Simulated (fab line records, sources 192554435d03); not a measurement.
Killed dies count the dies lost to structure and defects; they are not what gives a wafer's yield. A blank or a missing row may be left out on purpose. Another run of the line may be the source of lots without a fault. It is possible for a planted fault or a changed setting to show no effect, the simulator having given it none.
The tool behind it: which one? + flow n5 finfet + Sampling: 12 lots, 36 wafers, 4 of 1938 route steps

== WHAT THE GAUGES READ, wafer by wafer ==
Not one reading of a measure or inspect step in the record can be checked against a usual standard deviation.

== WHAT TOOL EACH LOT RAN ON (gives the tool, then ch and the chambers of the sampled wafers, and finally the start) ==
| lot  | N5_BEOL_M15_SPUTTER_43       | N5_BEOL_M15_ANNEAL_48            | N5_MIM_BOT_SPUTTER_00        | N5_MIM_TOP_SPUTTER_03        |
|------|------------------------------|----------------------------------|------------------------------|------------------------------|
| L536 | pvd sputter-01, day 12 02:32 | rtp anneal-01 ch 0, day 12 03:09 | pvd sputter-03, day 12 06:13 | pvd sputter-01, day 12 07:06 |
| L538 | pvd sputter-03, day 12 21:26 | rtp anneal-02 ch 0, day 12 22:01 | pvd sputter-02, day 12 23:48 | pvd sputter-01, day 13 00:23 |
| L539 | pvd sputter-02, day 13 05:55 | rtp anneal-02 ch 0, day 13 06:28 | pvd sputter-02, day 13 10:20 | pvd sputter-02, day 13 11:20 |
| L547 | pvd sputter-02, day 15 17:16 | rtp anneal-02 ch 0, day 15 18:00 | pvd sputter-03, day 15 20:22 | pvd sputter-02, day 15 21:25 |
| L546 | pvd sputter-03, day 15 17:19 | rtp anneal-01 ch 0, day 15 17:59 | pvd sputter-02, day 15 20:47 | pvd sputter-03, day 15 23:25 |
| L544 | pvd sputter-02, day 15 20:25 | rtp anneal-01 ch 0, day 15 21:02 | pvd sputter-02, day 15 23:55 | pvd sputter-03, day 16 00:42 |
| L549 | pvd sputter-03, day 16 13:53 | rtp anneal-02 ch 0, day 16 14:33 | pvd sputter-01, day 16 16:30 | pvd sputter-03, day 16 18:34 |
| L556 | pvd sputter-03, day 17 17:28 | rtp anneal-02 ch 0, day 17 18:02 | pvd sputter-03, day 17 22:58 | pvd sputter-03, day 18 00:02 |
| L553 | pvd sputter-02, day 17 21:16 | rtp anneal-02 ch 0, day 17 21:50 | pvd sputter-01, day 18 00:11 | pvd sputter-03, day 18 05:01 |
| L552 | pvd sputter-02, day 18 00:18 | rtp anneal-01 ch 0, day 18 01:29 | pvd sputter-01, day 18 05:14 | pvd sputter-03, day 18 05:53 |
| L555 | pvd sputter-02, day 18 05:31 | rtp anneal-02 ch 0, day 18 06:04 | pvd sputter-03, day 18 08:25 | pvd sputter-01, day 18 09:09 |
| L557 | pvd sputter-01, day 18 08:27 | rtp anneal-01 ch 0, day 18 09:10 | pvd sputter-03, day 18 12:22 | pvd sputter-02, day 18 13:16 |
- N5_BEOL_M15_SPUTTER_43: material TaN, target thk 15 nm, time 24.19 s.
- N5_BEOL_M15_ANNEAL_48: time 90 s.
- N5_MIM_BOT_SPUTTER_00: material TiN, target thk 35 nm, time 89.7 s.
- N5_MIM_TOP_SPUTTER_03: material TiN, target thk 35 nm, time 89.7 s.

== WHAT THE TOOLS THEMSELVES READ (means of the sampled wafers that have a number; where no wafer has one, the mark that the record gives instead) ==
N5_BEOL_M15_SPUTTER_43.
| lot  | tool           | chamber pressure pa (Pa) | throttle valve pct (%) |
|------|----------------|--------------------------|------------------------|
| L536 | pvd sputter-01 | 0.12003                  | 30.0                   |
| L538 | pvd sputter-03 | 0.11995                  | 29.6                   |
| L539 | pvd sputter-02 | 0.12015                  | 29.9                   |
| L547 | pvd sputter-02 | 0.11986                  | 30.5                   |
| L546 | pvd sputter-03 | 0.11989                  | 29.6                   |
| L544 | pvd sputter-02 | 0.11991                  | 30.1                   |
| L549 | pvd sputter-03 | 0.12001                  | 29.7                   |
| L556 | pvd sputter-03 | 0.12019                  | 30.6                   |
| L553 | pvd sputter-02 | 0.11994                  | 29.6                   |
| L552 | pvd sputter-02 | 0.12008                  | 28.8                   |
| L555 | pvd sputter-02 | 0.12004                  | 29.5                   |
| L557 | pvd sputter-01 | 0.12008                  | 30.3                   |

N5_BEOL_M15_ANNEAL_48.
| lot  | tool          | wafer_temp_C_max |
|------|---------------|------------------|
| L536 | rtp anneal-01 | 226.06           |
| L538 | rtp anneal-02 | 225.75           |
| L539 | rtp anneal-02 | 226.12           |
| L547 | rtp anneal-02 | 225.77           |
| L546 | rtp anneal-01 | 226.05           |
| L544 | rtp anneal-01 | 225.82           |
| L549 | rtp anneal-02 | 225.82           |
| L556 | rtp anneal-02 | 225.72           |
| L553 | rtp anneal-02 | 225.76           |
| L552 | rtp anneal-01 | 225.90           |
| L555 | rtp anneal-02 | 225.75           |
| L557 | rtp anneal-01 | 225.70           |

N5_MIM_BOT_SPUTTER_00.
| lot  | tool           | chamber pressure pa (Pa) | throttle valve pct (%) |
|------|----------------|--------------------------|------------------------|
| L536 | pvd sputter-03 | 0.4996                   | 30.3                   |
| L538 | pvd sputter-02 | 0.4997                   | 30.0                   |
| L539 | pvd sputter-02 | 0.5006                   | 30.0                   |
| L547 | pvd sputter-03 | 0.5005                   | 29.3                   |
| L546 | pvd sputter-02 | 0.5396                   | 28.2                   |
| L544 | pvd sputter-02 | 0.5400                   | 28.9                   |
| L549 | pvd sputter-01 | 0.5008                   | 30.3                   |
| L556 | pvd sputter-03 | 0.4994                   | 29.6                   |
| L553 | pvd sputter-01 | 0.5002                   | 30.6                   |
| L552 | pvd sputter-01 | 0.5007                   | 30.0                   |
| L555 | pvd sputter-03 | 0.5003                   | 30.0                   |
| L557 | pvd sputter-03 | 0.4990                   | 30.5                   |

N5_MIM_TOP_SPUTTER_03.
| lot  | tool           | chamber pressure pa (Pa) | throttle valve pct (%) |
|------|----------------|--------------------------|------------------------|
| L536 | pvd sputter-01 | 0.5000                   | 31.2                   |
| L538 | pvd sputter-01 | 0.4999                   | 30.0                   |
| L539 | pvd sputter-02 | 0.4994                   | 29.4                   |
| L547 | pvd sputter-02 | 0.5009                   | 30.5                   |
| L546 | pvd sputter-03 | 0.5001                   | 30.0                   |
| L544 | pvd sputter-03 | 0.5003                   | 30.8                   |
| L549 | pvd sputter-03 | 0.4998                   | 29.7                   |
| L556 | pvd sputter-03 | 0.4998                   | 29.7                   |
| L553 | pvd sputter-03 | 0.5016                   | 30.4                   |
| L552 | pvd sputter-03 | 0.4996                   | 29.6                   |
| L555 | pvd sputter-01 | 0.4999                   | 30.6                   |
| L557 | pvd sputter-02 | 0.4997                   | 31.3                   |

== THE ANSWER, worked out from the rows above alone ==
Rule: the lots themselves supply what counts as usual. Put in order of their means at a reading, lots are off if they are a third of the lots or fewer, leave a main group of 4 or more, and stand apart from it by a gap of 3 or more times the standard deviation of the main group's means; of several such gaps the widest counts. A main group whose means are all the same, to the digits that the tables above print for the reading, isn't used. A lot without any number at a reading at which 4 lots or more have one is off too. Any other lot the step has rows for is counted as sound. The gauges are gone through in route order, then the tools' own readings, and for those a lot's mean is taken as printed above. At the first step where some lot is off, the reading lying furthest off is the one used; lots without a number count as furthest.
Off: L546, L544, at N5_MIM_BOT_SPUTTER_00 (chamber pressure pa). The main group has a mean of 0.5001 Pa with a standard deviation of 0.00058.
A tool fits if, at that step or a process step before it, it ran every lot that is off, and no sound lot after the first of them. One fits: pvd sputter-02 at N5_MIM_BOT_SPUTTER_00. Its last sound lot is L539 (day 13 10:20), its first lot that is off L546 (day 15 20:47): a fault that began between those two fits.
The tool's own readings at N5_MIM_BOT_SPUTTER_00 bear it out: on the lots that are off they differ by more than 5 times the standard deviation of the sound lots' means. chamber pressure pa reads 0.5398 Pa there against 0.5001 Pa on the sound lots.

== WHAT WAS PUT IN BY THE SIMULATOR ==
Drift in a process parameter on pvd sputter-02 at N5_MIM_BOT_SPUTTER_00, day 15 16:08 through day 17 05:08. From 0.49996, the setting chamber pressure pa moved by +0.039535. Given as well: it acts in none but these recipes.
Struck lots among those shown: L546, L544. Same finding as the rule above.
